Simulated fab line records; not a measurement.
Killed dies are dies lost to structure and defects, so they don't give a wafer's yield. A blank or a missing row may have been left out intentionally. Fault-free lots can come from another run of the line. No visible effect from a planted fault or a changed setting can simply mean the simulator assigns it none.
A lot that was struck, set against a sound lot	flow n5-finfet	36 steps out of a route of 1938
Sound: these wafers, L460.3, L460.5, L460.6. Struck: wafers L469.2, L469.3. (L469.5 of the same lot was not struck and is left out.) The cause comes at the end.
For every step that has rows: the tool of each side, followed by ch and its chambers, followed by its first start. Under that, the readings that differ: sound wafers	struck wafers	difference of the means	sigmas: that difference in standard deviations of wafers without a fault.
alike: readings whose means differ by less than 2 such deviations, and words and numbers that are the same on both sides. not compared: withheld readings, readings that some wafer has no value for, bounds like >300 that may hide the same value, and numbers for which the record gives no deviation and whose values overlap.
A row with sigmas, a row that says differs or no value, or rows on one side alone: a step with any of these is where the two part. Non-overlapping numbers with no deviation appear without sigmas and do not part them. A reading missing from all wafers of one side parts the sides only when that side holds two or more wafers.

first, 9 steps without rows for these wafers: N5_MOL_CONTACT_COAG_SRD_128 (dry time 32 s); N5_MOL_CONTACT_COAG_CMP_52 (polishes, stops on SiO2, t overpolish 1.5 s, target thk 66.5 nm); N5_MOL_CONTACT_COAG_ANNEAL_112 (time 1800 s); N5_BEOL_M0_SAQP_PECVD_00 (deposits SiCN from 3MS/NH3, target thk 8 nm, time 14 s); N5_BEOL_M0_SAQP_ILD_DEP_01 (deposits SiOC from DEMS/O2, target thk 45.419 nm, time 8.7 s); N5_BEOL_M0_SAQP_HM_DEP_02 (deposits TiN, target thk 12 nm); N5_BEOL_M0_SAQP_PECVD_03 (deposits SiCN from 3MS/NH3, target thk 12 nm, time 21.1 s); N5_BEOL_M0_SAQP_PECVD_96 (deposits a-Si from SiH4/He, target thk 45 nm, time 45.2 s); N5_BEOL_M0_SAQP_PECVD_97 (deposits SiNx from SiH4/NH3/N2, target thk 23 nm, time 19.9 s).
N5_BEOL_M0_SAQP_PECVD_04: deposits a-Si from SiH4/He, target thk 60 nm, time 60.2 s.
  sound on pecvd-04 ch 0,1, day 6 21:11; struck on pecvd-04 ch 0,2, day 9 07:18
reading	sound	struck	difference	sigmas
model.a-Si_of_BEOL_M0_SAQP_PECVD_04.thk-nm (nm)	59 60.6 59.4	44.2 45.8	-14.7	
  alike: heater-power-w, showerhead-plenum-p-Torr, throttle-valve-pct
N5_BEOL_M0_SAQP_THK_MEAS_05:
  struck on film-metro-02, day 9 07:24; sound on film-metro-02, day 6 21:17
reading	sound	struck	difference	sigmas
thk-nm (nm)	59.0 60.6 59.4	44.3 45.8	-14.6	-17
then, 15 steps without rows for these wafers: N5_BEOL_M0_SAQP_HM_DEP_111 (deposits SiO2 from SiH4/N2O, target thk 12 nm, time 7.2 s); N5_BEOL_M0_SAQP_COAT_81 (time 60 s, resist thk 100 nm); N5_BEOL_M0_SAQP_COAT_82 (time 60 s, resist thk 30 nm); N5_BEOL_M0_SAQP_COAT_08 (resist thk 90 nm); N5_BEOL_M0_SAQP_EBR_10; N5_BEOL_M0_SAQP_SOFTBAKE_09 (time 60 s); N5_BEOL_M0_SAQP_EXPOSE_11 (exposes mask M0 CORE, target cd 42 nm); N5_BEOL_M0_SAQP_PEB_12 (peb time 60 s); N5_BEOL_M0_SAQP_DEVELOP_13 (develop time 30 s); N5_BEOL_M0_SAQP_DESCUM_19 (chemistry O2, time 7.9 s); N5_BEOL_M0_SAQP_ETCH_83 (etches SiARC in CF4, target depth 39 nm, time 65 s); N5_BEOL_M0_SAQP_ETCH_84 (etches SOC in N2/H2, target depth 100 nm, overetch 20 nm, time 150 s); N5_BEOL_M0_SAQP_STRIP_80 (strips in N2/H2); N5_BEOL_M0_SAQP_HM_OPEN_112 (chemistry CHF3/O2, target SiO2, stops on a-Si, target depth 12 nm, time 13.5 s); N5_BEOL_M0_SAQP_STRIP_113 (strips in CHF3/O2).
N5_BEOL_M0_SAQP_MANDREL_ETCH_20: etches a-Si in HBr/Cl2, stops on SiNx, target depth 60 nm, bt time 10 s, time 30 s.
  sound on rie-si-01 ch 1,3, day 6 22:14; struck on rie-si-02 ch 0,1, day 9 08:15
reading	sound	struck	difference	sigmas
oes-product-au (a.u.)	0.746 0.758 0.780	0.659 0.665	-0.099	-7
model.etch.depth-nm (nm)	58.94 60.61 59.42	44.24 45.77	-14.65	
  alike: drypump-motor-current-A, he-backside-leak-sccm, throttle-valve-pct
  not compared: rf-hours-counter-h
then, 5 steps without rows for these wafers: N5_BEOL_M0_SAQP_STRIP_86 (strips in N2/H2); N5_BEOL_M0_SAQP_STRIP_115 (strips in post etch residue remover, time 60 s); N5_BEOL_M0_SAQP_SRD_93 (time 30 s); N5_BEOL_M0_SAQP_RECESS_114 (chemistry HF/NH3, target SiO2, target depth 14.4 nm, afs cycles 3, sublimation time 60 s); N5_BEOL_M0_SAQP_SPACER1_ALD_98 (deposits SiO2, target thk 12.8 nm, pulse time 1 s, purge time 2 s).
N5_BEOL_M0_SAQP_SPACER1_ETCHBACK_99: etches SiO2 in CHF3/O2, target depth 15.4 nm, time 7.7 s.
  sound on rie-diel-01 ch 1,3, day 6 23:20; struck on rie-diel-02 ch 0,3, day 9 11:21
reading	sound	struck	difference	sigmas
model.a-Si_of_BEOL_M0_SAQP_PECVD_04.thk-nm (nm)	58.4 60 58.8	43.6 45.2	-14.7	
  alike: drypump-motor-current-A, oes_f_703_au, oes-product-au, rf-vpp-V, showerhead-plenum-p-Torr, throttle-valve-pct
  not compared: rf-hours-counter-h
then, 1 step without rows for these wafers: N5_BEOL_M0_SAQP_MANDREL1_REMOVE_100 (chemistry HBr/Cl2/O2, target a-Si, stops on SiNx, bt time 10 s).
-- here the record skips 3 days between the struck wafers' starts before and after, leaving off in module BEOL_M0_SAQP and picking up in module BEOL_M4 (first step shown: number 1111 of the route) --
N5_BEOL_M4_RC_MEAS_101:
  sound on prober-01 ch 0, day 9 01:10; struck on prober-01 ch 0, day 12 03:19
reading	sound	struck	difference	sigmas
VT_P (mV)	-258 -253 -257	-245 -247	+10	+3
  alike: DIBL_N, DIBL_P, IOFF_N, IOFF_P, ION_N, ION_P, SS_N, SS_P, VT_N
-- record jumps: 4 days separate the struck wafers' starts on either side; left off in module BEOL_M4, taken up again in module PASSIVATION, whose first shown step is the route's number 1936 --
N5_PASSIVATION_PROBE_49:
  record: rows for the struck wafers here (prober-01, day 16 12:20), none for the sound ones

## WHERE THEY PART
Earliest at N5_BEOL_M0_SAQP_THK_MEAS_05; latest, in this record, at N5_PASSIVATION_PROBE_49.

WHY: whatever the simulator had introduced
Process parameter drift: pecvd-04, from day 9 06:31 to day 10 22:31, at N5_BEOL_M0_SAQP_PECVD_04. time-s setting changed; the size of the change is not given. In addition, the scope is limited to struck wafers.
